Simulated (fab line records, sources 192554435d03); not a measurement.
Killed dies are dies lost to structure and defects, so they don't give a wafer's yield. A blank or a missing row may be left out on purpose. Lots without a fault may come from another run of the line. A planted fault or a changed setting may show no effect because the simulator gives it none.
Chamber matching | flow n5_finfet | N5_BEOL_M6_CURE_74 on uv_cure-02: 3 sister chambers
The step cures SiCOH lowk, time 240 s. 3 wafers are shown with their chamber, then 8 later ones without.

WAFERS WITH THEIR CHAMBER
wafer  | chamber | wafer_temp_C_max
L082.6 | 2       | 386.2
L086.3 | 1       | 387.5
L092.2 | 0       | 386.4

WAFERS WITHOUT THEIR CHAMBER
wafer  | wafer_temp_C_max
L092.3 | 386.1
L092.4 | 386.6
L096.3 | 386.7
L096.5 | 386.5
L096.6 | 386.7
L097.1 | 387.8
L097.4 | 386.9
L097.5 | 387.6

WHICH CHAMBER EACH WENT THROUGH
wafer  | from the rows above          | in truth
L092.3 | can't be placed: 2 or 0      | 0
L092.4 | can't be placed: 0 or 2      | 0
L096.3 | can't be placed: 0 or 2 or 1 | 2
L096.5 | can't be placed: 0 or 2      | 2
L096.6 | can't be placed: 0 or 2 or 1 | 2
L097.1 | 1                            | 1
L097.4 | can't be placed: 0 or 1 or 2 | 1
L097.5 | 1                            | 1
Placed correctly: 2 of 8. Can't be placed from these rows: 6 (the true chamber is among the candidates in 6). Placed wrongly: 0.
How it was worked out, from the rows above alone: a wafer's distance from a chamber is the root of the sum, over the readings, of the square of ((its reading less the chamber's mean) divided by the reading's scatter). The wafer belongs to the nearest chamber; if the next one is less than 2 further off, it can't be placed. A chamber's mean is the mean of its shown wafers. The scatter: with one shown wafer a chamber, the root of the mean of the squares of how far each hidden wafer lies from its nearest shown one.
